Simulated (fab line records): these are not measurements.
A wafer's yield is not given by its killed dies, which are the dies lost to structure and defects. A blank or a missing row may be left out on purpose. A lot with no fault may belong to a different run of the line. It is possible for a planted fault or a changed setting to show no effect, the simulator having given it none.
Split-lot trial + flow n5-finfet + on a route of 1938 steps: 7 lots, 21 wafers read

## ON THE SPLIT
At N5_GATE_CUT_COAT_27 (time 60 s, resist thk 10 nm), the setting spin-rpm was moved away from the recipe's 1500 rpm on 5 of the 21 wafers read, by -10.3% to +10.5%. The other wafers ran this setting at the recipe's value.

## FROM THE SPLIT TO THE READING: what the file shows between them, 6 steps
- N5_GATE_CUT_EXPOSE_10: exposes mask GATE CUT, target cd 20 nm (also split here: dose-mj)
- N5_GATE_CUT_PEB_11: peb time 60 s
- N5_GATE_CUT_DEVELOP_12: develop time 30 s
- N5_GATE_CUT_CD_MEAS_13: target cd 20 nm
- N5_GATE_CUT_DESCUM_18: chemistry O2, time 7 s
- N5_GATE_CUT_ETCH_28: etches underlayer in N2/H2, target depth 13 nm, time 10.4 s

## THE READING
CAR-EUV_of_GATE_CUT_COAT_07.thk-nm (the simulator's own value, which no gauge read), in nm, at N5_GATE_CUT_ETCH_36 (etches SiARC in CF4, target depth 13 nm, time 21.7 s). The file does not state a usual value for it. Average 6.9 nm, standard deviation 0.12 nm, over the 16 wafers here run with the recipe.

| wafer  | tool, chamber at the split | spin-rpm as run, rpm | against the recipe | CAR-EUV_of_GATE_CUT_COAT_07.thk-nm, nm | against lot-mates on the recipe |
|--------|----------------------------|----------------------|--------------------|----------------------------------------|---------------------------------|
| L078.2 | litho-track-03, 0          | 1500                 | recipe             | 6.8                                    | -                               |
| L078.4 | litho-track-03, 0          | 1500                 | recipe             | 6.8                                    | -                               |
| L078.5 | litho-track-03, 0          | 1500                 | recipe             | 6.8                                    | -                               |
| L087.2 | litho-track-02, 0          | 1345                 | -10.3%             | 6.4                                    | -0.8                            |
| L087.5 | litho-track-02, 0          | 1345                 | -10.3%             | 6.6                                    | -0.6                            |
| L087.6 | litho-track-02, 0          | 1500                 | recipe             | 7.2                                    | -                               |
| L088.1 | litho-track-04, 0          | 1500                 | recipe             | 6.8                                    | -                               |
| L088.6 | litho-track-04, 0          | 1500                 | recipe             | 6.8                                    | -                               |
| L088.2 | litho-track-04, 0          | 1657                 | +10.5%             | 7.4                                    | +0.6                            |
| L090.2 | litho-track-03, 0          | 1500                 | recipe             | 7                                      | -                               |
| L090.3 | litho-track-03, 0          | 1500                 | recipe             | 7                                      | -                               |
| L090.5 | litho-track-03, 0          | 1500                 | recipe             | 7                                      | -                               |
| L095.2 | litho-track-04, 0          | 1596                 | +6.4%              | 7.4                                    | +0.6                            |
| L095.3 | litho-track-04, 0          | 1596                 | +6.4%              | 7.4                                    | +0.6                            |
| L095.5 | litho-track-04, 0          | 1500                 | recipe             | 6.8                                    | -                               |
| L096.1 | litho-track-03, 0          | 1500                 | recipe             | 7                                      | -                               |
| L096.2 | litho-track-03, 0          | 1500                 | recipe             | 7                                      | -                               |
| L096.6 | litho-track-03, 0          | 1500                 | recipe             | 7                                      | -                               |
| L097.3 | litho-track-03, 0          | 1500                 | recipe             | 7                                      | -                               |
| L097.4 | litho-track-03, 0          | 1500                 | recipe             | 7                                      | -                               |
| L097.5 | litho-track-03, 0          | 1500                 | recipe             | 7                                      | -                               |

THE FIT
A straight line over all 21 wafers: CAR-EUV_of_GATE_CUT_COAT_07.thk-nm changes by +0.0488 nm for each +1% of spin-rpm; r = +0.88; the points scatter about the line by 0.12 nm.
The same after taking each lot's own level away (the mean of its wafers on the recipe; 21 wafers): +0.0701 nm for each +1%; r = +0.98; scatter 0.066 nm.
The reading moves by 0.73 nm for the largest change in spin-rpm, on that fit.
The lots' own levels span 6.80 to 7.20 nm, that is 3.4 times the standard deviation above.
Hence the slope depends on the lot-to-lot level, as the two fits are not the same.
Check: for one of the wafers moved furthest among these (+10.5%), held out of the fit, the line's prediction against its lot-mates is +0.81 nm. It came out at +0.6 nm against them.

## OTHER SPLITS APPLIED TO THESE WAFERS
Note: prior to the reading, these wafers also went through further splits. Each is held against what the fit with the lots' levels taken away leaves over:
| other split on the same wafers        | wafers away from the commonest value | r with CAR-EUV_of_GATE_CUT_COAT_07.thk-nm (lot level and that fit taken away) |
|---------------------------------------|--------------------------------------|-------------------------------------------------------------------------------|
| N5_SD_EPI_N_EPI_21 epi-growth-time-s  | 10                                   | +0.04                                                                         |
| N5_ILD0_CMP_12 down-force-psi         | 8                                    | +0.02                                                                         |
| N5_HKMG_FIN_HK_ALD_01 ald-cycles      | 7                                    | +0.00                                                                         |
| N5_HKMG_FIN_DEVELOP_48 develop-time-s | 8                                    | +0.01                                                                         |
| N5_GATE_CUT_EXPOSE_10 dose-mj         | 5                                    | +0.05                                                                         |

## THE WHOLE CHAIN: every reading that the file lists as answering this split, in the file's order
| step                | what it does                                                | reading                                                                                | change (the file's fit)                | r (the file's) |
|---------------------|-------------------------------------------------------------|----------------------------------------------------------------------------------------|----------------------------------------|----------------|
| N5_GATE_CUT_COAT_27 | time 60 s, resist thk 10 nm                                 | underlayer_of_GATE_CUT_COAT_27.thk-nm (the simulator's own value, which no gauge read) | -0.0503 nm for each +1% of the setting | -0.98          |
| N5_GATE_CUT_ETCH_28 | etches underlayer in N2/H2, target depth 13 nm, time 10.4 s | etch-rf-on-time-s                                                                      | withheld for each +1% of the setting   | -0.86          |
| N5_GATE_CUT_ETCH_28 | etches underlayer in N2/H2, target depth 13 nm, time 10.4 s | CAR-EUV_of_GATE_CUT_COAT_07.thk-nm (the simulator's own value, which no gauge read)    | +0.0624 nm for each +1% of the setting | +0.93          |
| N5_GATE_CUT_ETCH_28 | etches underlayer in N2/H2, target depth 13 nm, time 10.4 s | etch.depth-nm (the simulator's own value, which no gauge read)                         | -0.0503 nm for each +1% of the setting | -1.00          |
| N5_GATE_CUT_ETCH_36 | etches SiARC in CF4, target depth 13 nm, time 21.7 s        | CAR-EUV_of_GATE_CUT_COAT_07.thk-nm (the simulator's own value, which no gauge read)    | +0.0674 nm for each +1% of the setting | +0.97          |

## THE FILE'S OWN FIT
CAR-EUV_of_GATE_CUT_COAT_07.thk-nm changes by +0.0674 nm for each +1% of spin-rpm, r = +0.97.
